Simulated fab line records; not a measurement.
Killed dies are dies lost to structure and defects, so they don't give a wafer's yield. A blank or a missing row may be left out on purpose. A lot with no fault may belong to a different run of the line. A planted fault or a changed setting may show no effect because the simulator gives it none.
fab line records + flow n5-finfet
record:
- lots: 11
- wafers: 33
- last-day: 18
route steps=1938 shown BEOL_M6@1242 BEOL_M7@1273
lots with no fault: from the same line, run without faults
start-h: hours from the record's first day to the start of the lot's first wafer shown + wait-h: hours since the lot's step before + " the same as in the row above + L1.1+2: one row covering several wafers at once + - no value, or no start was given + * or withheld: withheld + < > ~ a bound
route shown NAME@n: a module of which the file shows steps, and the number in the route of the first + usual: the fault-free wafers' mean and standard deviation + same: alike in all rows + chamber/n: place in a boat + sites: each site's reading + _std_site: standard deviation of those values + _edge_site: mean of outer sites minus mean of inner sites + radius-mm: how far each site lies from the wafer's centre + mask NAME#n: copy n + behind: the most recent tool/chamber to have shaped the wafer + hold: cause of the lot's hold/its duration in hours/its outcome + device: transistor that didn't switch, given as n, p or np + end of line: the same wafers' tests at the end of the route + step lacking rows: just its recipe + killed: count of dies lost to structure and defects at first sort (not the wafer's yield) + map: a wafer's dies, x killed, . not, _ none there
set.NAME: the setting the step ran with; set.NAME@STEP: the setting that earlier step ran with + model.NAME: the simulator's own value behind a step, which no gauge read
the route's steps for a sample of lots (tables are steps, rows are wafers)
services: a tool's chamber out of use, with start hour (start-h, from the record's first day; less than 0 if before it), hours out, and reason
== steps ==
step: N5_BEOL_M6_OCD_MEAS_38
usual:
- trench-depth-nm: 96.2/2.1
| lot.wafer | tool   | chamber | start-h | wait-h | trench-depth-nm |
|-----------|--------|---------|---------|--------|-----------------|
| L896.1    | ocd-01 | -       | 199.95  | -      | 97.6            |
| L896.3    | "      | -       | "       | "      | 95.1            |
| L896.5    | "      | -       | "       | "      | 98.7            |
| L897.3    | ocd-01 | -       | 201.69  | -      | 96.2            |
| L897.4    | "      | -       | "       | "      | 97.6            |
| L897.6    | "      | -       | "       | "      | 99.3            |
| L899.1    | ocd-01 | -       | 214.42  | -      | 92.4            |
| L899.3    | "      | -       | "       | "      | 95.4            |
| L899.5    | "      | -       | "       | "      | 92.9            |
| L898.1    | ocd-01 | -       | 214.81  | -      | 95.6            |
| L898.3    | "      | -       | "       | "      | 95.5            |
| L898.6    | "      | -       | "       | "      | 97.9            |
| L900.2    | ocd-02 | -       | 222.42  | -      | 95.1            |
| L900.4    | "      | -       | "       | "      | 96.6            |
| L900.5    | "      | -       | "       | "      | 94.7            |
| L906.1    | ocd-02 | -       | 250.80  | -      | 96.3            |
| L906.3    | "      | -       | "       | "      | 98.6            |
| L906.4    | "      | -       | "       | "      | 95.8            |
| L909.2    | ocd-01 | -       | 274.95  | -      | 94.8            |
| L909.4    | "      | -       | "       | "      | 97.2            |
| L909.6    | "      | -       | "       | "      | 95.2            |
| L910.2    | ocd-02 | -       | 275.62  | -      | 96.9            |
| L910.3    | "      | -       | "       | "      | 95.8            |
| L910.5    | "      | -       | "       | "      | 98.8            |
| L908.1    | ocd-01 | -       | 278.83  | -      | 95.2            |
| L908.2    | "      | -       | "       | "      | 93.4            |
| L908.5    | "      | -       | "       | "      | 98.3            |
| L911.2    | ocd-01 | -       | 284.84  | -      | 99.6            |
| L911.4    | "      | -       | "       | "      | 98.8            |
| L911.6    | "      | -       | "       | "      | 99.1            |
| L919.1    | ocd-01 | -       | 342.61  | -      | 97.4            |
| L919.4    | "      | -       | "       | "      | 97.1            |
| L919.5    | "      | -       | "       | "      | 97.5            |
step: N5_BEOL_M6_CD_MEAS_35
recipe:
- target-cd-nm: 40
- target-cd-y-nm: 28
- polarity: opening
usual:
- cd-nm: 40.2/0.77
| lot.wafer | tool      | chamber | start-h | wait-h | cd-nm |
|-----------|-----------|---------|---------|--------|-------|
| L896.1    | cd-sem-03 | -       | 200.10  | 0.0    | 39.5  |
| L896.3    | "         | -       | "       | "      | 39.3  |
| L896.5    | "         | -       | "       | "      | 40.1  |
| L897.3    | cd-sem-02 | -       | 201.94  | 0.0    | 41.2  |
| L897.4    | "         | -       | "       | "      | 40.1  |
| L897.6    | "         | -       | "       | "      | 40.2  |
| L899.1    | cd-sem-02 | -       | 214.57  | 0.0    | 40.5  |
| L899.3    | "         | -       | "       | "      | 39.6  |
| L899.5    | "         | -       | "       | "      | 38.6  |
| L898.1    | cd-sem-02 | -       | 214.96  | 0.0    | 40.7  |
| L898.3    | "         | -       | "       | "      | 40.7  |
| L898.6    | "         | -       | "       | "      | 40.6  |
| L900.2    | cd-sem-03 | -       | 222.57  | 0.0    | 39.7  |
| L900.4    | "         | -       | "       | "      | 39.1  |
| L900.5    | "         | -       | "       | "      | 39.9  |
| L906.1    | cd-sem-02 | -       | 250.95  | 0.0    | 40.0  |
| L906.3    | "         | -       | "       | "      | 38.4  |
| L906.4    | "         | -       | "       | "      | 38.6  |
| L909.2    | cd-sem-03 | -       | 275.10  | 0.0    | 39.6  |
| L909.4    | "         | -       | "       | "      | 39.7  |
| L909.6    | "         | -       | "       | "      | 40.7  |
| L910.2    | cd-sem-02 | -       | 275.77  | 0.0    | 40.2  |
| L910.3    | "         | -       | "       | "      | 39.3  |
| L910.5    | "         | -       | "       | "      | 38.7  |
| L908.1    | cd-sem-03 | -       | 278.98  | 0.0    | 40.0  |
| L908.2    | "         | -       | "       | "      | 40.1  |
| L908.5    | "         | -       | "       | "      | 41.4  |
| L911.2    | cd-sem-03 | -       | 285.00  | 0.0    | 41.0  |
| L911.4    | "         | -       | "       | "      | 40.6  |
| L911.6    | "         | -       | "       | "      | 41.2  |
| L919.1    | cd-sem-02 | -       | 342.76  | 0.0    | 40.6  |
| L919.4    | "         | -       | "       | "      | 40.9  |
| L919.5    | "         | -       | "       | "      | 40.8  |
step: N5_BEOL_M7_EXPOSE_08
recipe:
- mask-id: M7
- na: 1.35
- source-shape: dipole
- sigma-inner: 0.817
- sigma-outer: 0.97
- polarization: te
- dose-mj: 68.25
usual:
- exposure-dose-mJ-cm2: 68.20/0.056
same:
- dipole-opening-deg: 35
- sigma-inner: 0.817
| lot.wafer | tool            | chamber | start-h | wait-h | mask | exposure-dose-mJ-cm2 |
|-----------|-----------------|---------|---------|--------|------|----------------------|
| L896.1    | arfi-scanner-01 | 0       | 203.74  | -      | M7#0 | 68.20                |
| L896.3    | "               | 0       | "       | "      | M7#0 | 68.15                |
| L896.5    | "               | 0       | "       | "      | M7#0 | 68.24                |
| L897.3    | arfi-scanner-02 | 0       | 208.82  | -      | M7#0 | 68.26                |
| L897.4    | "               | 0       | "       | "      | M7#0 | 68.14                |
| L897.6    | "               | 0       | "       | "      | M7#0 | 68.24                |
| L899.1    | arfi-scanner-02 | 0       | 221.28  | -      | M7#0 | 68.20                |
| L899.3    | "               | 0       | "       | "      | M7#0 | 68.20                |
| L899.5    | "               | 0       | "       | "      | M7#0 | 68.20                |
| L898.1    | arfi-scanner-01 | 0       | 222.87  | -      | M7#0 | 68.22                |
| L898.3    | "               | 0       | "       | "      | M7#0 | 68.21                |
| L898.6    | "               | 0       | "       | "      | M7#0 | 68.18                |
| L900.2    | arfi-scanner-02 | 0       | 228.30  | -      | M7#0 | 66.87                |
| L900.4    | "               | 0       | "       | "      | M7#0 | 66.95                |
| L900.5    | "               | 0       | "       | "      | M7#0 | 66.88                |
| L906.1    | arfi-scanner-02 | 0       | 255.34  | -      | M7#0 | 67.20                |
| L906.3    | "               | 0       | "       | "      | M7#0 | 67.19                |
| L906.4    | "               | 0       | "       | "      | M7#0 | 67.17                |
| L909.2    | arfi-scanner-03 | 0       | 280.70  | -      | M7#0 | 68.19                |
| L909.4    | "               | 0       | "       | "      | M7#0 | 68.20                |
| L909.6    | "               | 0       | "       | "      | M7#0 | 68.13                |
| L910.2    | arfi-scanner-01 | 0       | 282.91  | -      | M7#0 | 68.11                |
| L910.3    | "               | 0       | "       | "      | M7#0 | 68.12                |
| L910.5    | "               | 0       | "       | "      | M7#0 | 68.27                |
| L908.1    | arfi-scanner-03 | 0       | 283.07  | -      | M7#0 | 68.21                |
| L908.2    | "               | 0       | "       | "      | M7#0 | 68.08                |
| L908.5    | "               | 0       | "       | "      | M7#0 | 68.16                |
| L911.2    | arfi-scanner-03 | 0       | 289.19  | -      | M7#0 | 68.14                |
| L911.4    | "               | 0       | "       | "      | M7#0 | 68.17                |
| L911.6    | "               | 0       | "       | "      | M7#0 | 68.30                |
| L919.1    | arfi-scanner-03 | 0       | 348.43  | -      | M7#0 | 68.08                |
| L919.4    | "               | 0       | "       | "      | M7#0 | 68.21                |
| L919.5    | "               | 0       | "       | "      | M7#0 | 68.10                |
step: N5_BEOL_M7_STRIP_19
recipe:
- chemistry: O2
- power-w: 400
- temp-c: 40
- pressure-mtorr: 30
- rf-frequency-hz: 6e+07
- bias-power-w: 0
- overash-fraction: 0.2
- o2-flow-sccm: 225
usual:
- drypump-motor-current-A: 5.7/0.54
- oes-product-au: 0.80/0.089
- rf-vpp-V: 3.5/0.59
- showerhead-plenum-p-Torr: 2.10/0.059
- throttle-valve-pct: 16.72/0.23
| lot.wafer | tool        | chamber | start-h | wait-h | drypump-motor-current-A | oes-product-au | rf-hours-counter-h | rf-vpp-V | showerhead-plenum-p-Torr | throttle-valve-pct |
|-----------|-------------|---------|---------|--------|-------------------------|----------------|--------------------|----------|--------------------------|--------------------|
| L896.1    | rie-diel-02 | 3       | 204.41  | 0.1    | 5.1                     | 0.77           | 139                | 4.7      | 2.00                     | 17.01              |
| L896.3    | "           | 0       | "       | "      | 5.9                     | 0.76           | 182                | 2.8      | 2.06                     | 16.96              |
| L896.5    | "           | 0       | "       | "      | 5.9                     | 0.75           | -                  | 3.5      | 2.06                     | 16.94              |
| L897.3    | rie-diel-04 | 3       | 209.65  | 0.2    | 5.3                     | 0.71           | 218                | 2.6      | 2.17                     | 16.62              |
| L897.4    | "           | 0       | "       | "      | 5.5                     | 0.97           | 2                  | 4.0      | 2.08                     | 16.79              |
| L897.6    | "           | 2       | "       | "      | 6.1                     | 0.68           | -                  | 3.3      | 2.16                     | 17.10              |
| L899.1    | rie-diel-04 | 2       | 221.96  | 0.2    | 6.1                     | 0.69           | 234                | 3.7      | 2.16                     | 17.10              |
| L899.3    | "           | 0       | "       | "      | 5.6                     | 0.95           | 5                  | 2.9      | 2.08                     | 16.79              |
| L899.5    | "           | 0       | "       | "      | 5.6                     | 0.95           | -                  | 3.2      | 2.08                     | 16.81              |
| L898.1    | rie-diel-04 | 3       | 223.60  | 0.1    | 5.3                     | 0.71           | 222                | 3.9      | 2.16                     | 16.62              |
| L898.3    | "           | 0       | "       | "      | 5.6                     | 0.96           | 6                  | 3.7      | 2.08                     | 16.80              |
| L898.6    | "           | 2       | "       | "      | 6.1                     | 0.68           | -                  | 3.8      | 2.16                     | 17.09              |
| L900.2    | rie-diel-06 | 0       | 229.33  | 0.1    | 5.3                     | 0.82           | 73                 | 3.0      | 2.05                     | 16.89              |
| L900.4    | "           | 0       | "       | "      | 5.3                     | 0.83           | -                  | 2.7      | 2.05                     | 16.92              |
| L900.5    | "           | 0       | "       | "      | 5.3                     | 0.83           | -                  | 3.1      | 2.05                     | 16.89              |
| L906.1    | rie-diel-04 | 1       | 256.00  | 0.1    | 6.5                     | 0.78           | 130                | 2.9      | 2.12                     | 16.55              |
| L906.3    | "           | 2       | "       | "      | 6.1                     | 0.68           | 244                | 3.4      | 2.16                     | 17.12              |
| L906.4    | "           | 3       | "       | "      | 5.3                     | 0.69           | 231                | 3.6      | 2.16                     | 16.64              |
| L909.2    | rie-diel-04 | 1       | 281.30  | 0.1    | 6.5                     | 0.75           | 138                | 3.2      | 2.12                     | 16.57              |
| L909.4    | "           | 1       | "       | "      | 6.5                     | 0.76           | -                  | 3.8      | 2.12                     | 16.54              |
| L909.6    | "           | 1       | "       | "      | 6.5                     | 0.75           | -                  | 4.1      | 2.12                     | 16.55              |
| L910.2    | rie-diel-04 | 1       | 284.03  | 0.1    | 6.5                     | 0.77           | 140                | 4.1      | 2.12                     | 16.58              |
| L910.3    | "           | 1       | "       | "      | 6.5                     | 0.76           | -                  | 4.7      | 2.12                     | 16.58              |
| L910.5    | "           | 1       | "       | "      | 6.5                     | 0.75           | -                  | 3.8      | 2.12                     | 16.58              |
| L908.1    | rie-diel-06 | 0       | 284.34  | 0.1    | 5.3                     | 0.81           | 94                 | 3.4      | 2.05                     | 16.95              |
| L908.2    | "           | 2       | "       | "      | 4.8                     | 0.87           | 33                 | 3.7      | 2.14                     | 16.36              |
| L908.5    | "           | 1       | "       | "      | 5.2                     | 0.94           | -                  | 3.6      | 2.24                     | 16.44              |
| L911.2    | rie-diel-04 | 1       | 289.78  | 0.1    | 6.5                     | 0.76           | 143                | 3.5      | 2.12                     | 16.57              |
| L911.4    | "           | 1       | "       | "      | 6.5                     | 0.75           | -                  | 3.4      | 2.12                     | 16.58              |
| L911.6    | "           | 0       | "       | "      | 5.6                     | 0.90           | -                  | 3.2      | 2.07                     | 16.83              |
| L919.1    | rie-diel-04 | 1       | 349.15  | 0.2    | 6.5                     | 0.74           | 164                | 3.4      | 2.11                     | 16.61              |
| L919.4    | "           | 1       | "       | "      | 6.5                     | 0.74           | -                  | 4.0      | 2.11                     | 16.60              |
| L919.5    | "           | 0       | "       | "      | 5.6                     | 0.85           | -                  | 4.8      | 2.07                     | 16.88              |
== services ==
| tool            | chamber | start-h | hours | kind   |
|-----------------|---------|---------|-------|--------|
| arfi-scanner-02 | -       | 183.21  | 0.8   | pm     |
| arfi-scanner-01 | -       | 183.46  | 5.6   | repair |
| rie-diel-06     | 1       | 184.00  | 81.3  | repair |
| rie-diel-04     | 2       | 198.53  | 2.8   | repair |
| arfi-scanner-03 | -       | 209.83  | 3.1   | pm     |
| rie-diel-06     | 2       | 218.19  | 13.6  | repair |
| rie-diel-06     | 0       | 220.16  | 6.2   | repair |
| arfi-scanner-03 | -       | 220.33  | 3.4   | repair |
| arfi-scanner-02 | -       | 222.19  | 3.1   | pm     |
| arfi-scanner-02 | -       | 229.32  | 3.9   | pm     |
| arfi-scanner-01 | -       | 238.31  | 1.0   | pm     |
| arfi-scanner-02 | -       | 243.55  | 1.0   | pm     |
| arfi-scanner-03 | -       | 244.17  | 1.0   | pm     |
| arfi-scanner-01 | -       | 249.29  | 1.3   | pm     |
| arfi-scanner-03 | -       | 249.48  | 1.0   | pm     |
| arfi-scanner-02 | -       | 259.33  | 1.0   | pm     |
| arfi-scanner-03 | -       | 259.87  | 2.9   | repair |
| rie-diel-06     | -       | 266.11  | 2.8   | pm     |
| rie-diel-04     | 0       | 266.58  | 4.5   | repair |
| arfi-scanner-02 | -       | 270.06  | 1.3   | pm     |
| arfi-scanner-03 | -       | 273.67  | 0.8   | pm     |
| arfi-scanner-03 | -       | 287.18  | 1.3   | pm     |
| arfi-scanner-02 | -       | 338.80  | 4.9   | pm     |
| arfi-scanner-01 | -       | 342.36  | 1.0   | pm     |
== key ==
first-sign:
- step: N5_BEOL_M7_EXPOSE_08
- reading: exposure-dose-mJ-cm2
- direction: down
- sigmas: 21
- usual: 68.20
- struck: 67.04
effect none on later readings
met-at N5_BEOL_M7_EXPOSE_08
struck-lots L900,L906
loop-trim:
- step: N5_BEOL_M7_EXPOSE_08
- setting: dose
- lots: L906
not-acting-at N5_BEOL_M6_OCD_MEAS_38,N5_BEOL_M6_CD_MEAS_35,N5_BEOL_M7_STRIP_19
onset-between 221.28 228.30
fault:
- kind: process-parameter-drift
- tool: arfi-scanner-02
- chamber: -
- onset-h: 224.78
- steps: N5_BEOL_M7_EXPOSE_08
- channel: dose-mj
- offset: -1.3231
- shape: step
- acts-in: these-recipes-only
- stated: 68.25
loop-trim: a control loop set the setting to another value than it would have without faults
